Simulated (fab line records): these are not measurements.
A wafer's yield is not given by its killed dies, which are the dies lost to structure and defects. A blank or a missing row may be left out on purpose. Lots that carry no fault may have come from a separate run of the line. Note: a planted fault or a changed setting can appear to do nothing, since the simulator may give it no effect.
Chamber matching :: flow nand harc :: NHARC_A_STAIRCASE_ETCHBACK_422 on rie diel-02: 4 sister chambers
The step etches the open film in CH3F/O2, target depth 40 nm, time 74.286 s. 24 wafers are shown with their chamber, then 12 later ones without.

WAFERS WITH THEIR CHAMBER
wafer: L075.1
chamber: 3
drypump motor current A (A): 5.2
showerhead plenum p Torr (Torr): 2.41
rf vpp V (V): 243.9

wafer: L075.3
chamber: 2
drypump motor current A (A): 6.3
showerhead plenum p Torr (Torr): 2.42
rf vpp V (V): 245.2

wafer: L075.5
chamber: 0
drypump motor current A (A): 5.1
showerhead plenum p Torr (Torr): 2.48
rf vpp V (V): 245.7

wafer: L082.4
chamber: 0
drypump motor current A (A): 5.1
showerhead plenum p Torr (Torr): 2.47
rf vpp V (V): 244.1

wafer: L082.5
chamber: 1
drypump motor current A (A): 6.3
showerhead plenum p Torr (Torr): 2.50
rf vpp V (V): 245.3

wafer: L082.6
chamber: 3
drypump motor current A (A): 5.2
showerhead plenum p Torr (Torr): 2.40
rf vpp V (V): 242.3

wafer: L084.3
chamber: 1
drypump motor current A (A): 6.3
showerhead plenum p Torr (Torr): 2.50
rf vpp V (V): 245.4

wafer: L084.4
chamber: 0
drypump motor current A (A): 5.1
showerhead plenum p Torr (Torr): 2.47
rf vpp V (V): 243.5

wafer: L084.6
chamber: 0
drypump motor current A (A): 5.1
showerhead plenum p Torr (Torr): 2.47
rf vpp V (V): 243.7

wafer: L085.1
chamber: 3
drypump motor current A (A): 5.2
showerhead plenum p Torr (Torr): 2.39
rf vpp V (V): 243.1

wafer: L085.5
chamber: 3
drypump motor current A (A): 5.2
showerhead plenum p Torr (Torr): 2.40
rf vpp V (V): 243.3

wafer: L085.6
chamber: 2
drypump motor current A (A): 6.4
showerhead plenum p Torr (Torr): 2.41
rf vpp V (V): 244.7

wafer: L086.1
chamber: 1
drypump motor current A (A): 6.3
showerhead plenum p Torr (Torr): 2.49
rf vpp V (V): 244.4

wafer: L086.4
chamber: 0
drypump motor current A (A): 5.1
showerhead plenum p Torr (Torr): 2.46
rf vpp V (V): 244.8

wafer: L086.5
chamber: 2
drypump motor current A (A): 6.4
showerhead plenum p Torr (Torr): 2.41
rf vpp V (V): 244.3

wafer: L087.2
chamber: 1
drypump motor current A (A): 6.3
showerhead plenum p Torr (Torr): 2.49
rf vpp V (V): 244.8

wafer: L087.3
chamber: 2
drypump motor current A (A): 6.3
showerhead plenum p Torr (Torr): 2.41
rf vpp V (V): 242.4

wafer: L087.5
chamber: 3
drypump motor current A (A): 5.2
showerhead plenum p Torr (Torr): 2.39
rf vpp V (V): 241.3

wafer: L089.1
chamber: 1
drypump motor current A (A): 6.3
showerhead plenum p Torr (Torr): 2.49
rf vpp V (V): 245.3

wafer: L089.2
chamber: 3
drypump motor current A (A): 5.2
showerhead plenum p Torr (Torr): 2.39
rf vpp V (V): 242.8

wafer: L089.6
chamber: 0
drypump motor current A (A): 5.1
showerhead plenum p Torr (Torr): 2.46
rf vpp V (V): 245.4

wafer: L090.2
chamber: 1
drypump motor current A (A): 6.3
showerhead plenum p Torr (Torr): 2.49
rf vpp V (V): 245.9

wafer: L090.4
chamber: 0
drypump motor current A (A): 5.1
showerhead plenum p Torr (Torr): 2.46
rf vpp V (V): 245.7

wafer: L090.5
chamber: 3
drypump motor current A (A): 5.2
showerhead plenum p Torr (Torr): 2.39
rf vpp V (V): 244.6

SIGNATURES (averages over the wafers above)
reading: drypump motor current A
chamber 0: 5.100
chamber 1: 6.300
chamber 2: 6.350
chamber 3: 5.200
scatter within a chamber: 0.0224

reading: showerhead plenum p Torr
chamber 0: 2.4671
chamber 1: 2.4933
chamber 2: 2.4125
chamber 3: 2.3957
scatter within a chamber: 0.00679

reading: rf vpp V
chamber 0: 244.700
chamber 1: 245.183
chamber 2: 244.150
chamber 3: 243.043
scatter within a chamber: 0.949
Rule: a wafer's distance from a chamber is the root of the sum, over the readings, of the square of ((its reading less the chamber's mean) divided by the reading's scatter). If the next closest chamber is less than 2 further off than the closest, the wafer can't be placed; otherwise it belongs to the closest. The scatter: take each reading less its chamber's mean, square it, sum over the shown wafers, divide by the number of wafers less the number of chambers, and take the root.

WAFERS WITHOUT THEIR CHAMBER
wafer: L092.1
drypump motor current A (A): 6.3
showerhead plenum p Torr (Torr): 2.40
rf vpp V (V): 244.4

wafer: L092.4
drypump motor current A (A): 5.1
showerhead plenum p Torr (Torr): 2.45
rf vpp V (V): 244.2

wafer: L092.6
drypump motor current A (A): 5.1
showerhead plenum p Torr (Torr): 2.45
rf vpp V (V): 244.7

wafer: L095.2
drypump motor current A (A): 6.3
showerhead plenum p Torr (Torr): 2.40
rf vpp V (V): 244.0

wafer: L095.4
drypump motor current A (A): 5.1
showerhead plenum p Torr (Torr): 2.45
rf vpp V (V): 243.6

wafer: L095.6
drypump motor current A (A): 5.2
showerhead plenum p Torr (Torr): 2.38
rf vpp V (V): 243.9

wafer: L096.1
drypump motor current A (A): 6.3
showerhead plenum p Torr (Torr): 2.39
rf vpp V (V): 243.3

wafer: L096.3
drypump motor current A (A): 5.1
showerhead plenum p Torr (Torr): 2.45
rf vpp V (V): 244.3

wafer: L096.6
drypump motor current A (A): 5.2
showerhead plenum p Torr (Torr): 2.38
rf vpp V (V): 244.7

wafer: L097.1
drypump motor current A (A): 6.3
showerhead plenum p Torr (Torr): 2.39
rf vpp V (V): 243.0

wafer: L097.4
drypump motor current A (A): 6.3
showerhead plenum p Torr (Torr): 2.39
rf vpp V (V): 244.3

wafer: L097.5
drypump motor current A (A): 5.1
showerhead plenum p Torr (Torr): 2.45
rf vpp V (V): 244.5

EACH ONE'S CHAMBER
wafer: L092.1
from the rows above: 2
in truth: 2

wafer: L092.4
from the rows above: 0
in truth: 0

wafer: L092.6
from the rows above: 0
in truth: 0

wafer: L095.2
from the rows above: 2
in truth: 2

wafer: L095.4
from the rows above: 0
in truth: 0

wafer: L095.6
from the rows above: 3
in truth: 3

wafer: L096.1
from the rows above: 2
in truth: 2

wafer: L096.3
from the rows above: 0
in truth: 0

wafer: L096.6
from the rows above: 3
in truth: 3

wafer: L097.1
from the rows above: 2
in truth: 2

wafer: L097.4
from the rows above: 2
in truth: 2

wafer: L097.5
from the rows above: 0
in truth: 0
Correctly placed: 12 of 12. Not placeable from these rows: 0. 0 placed wrongly.
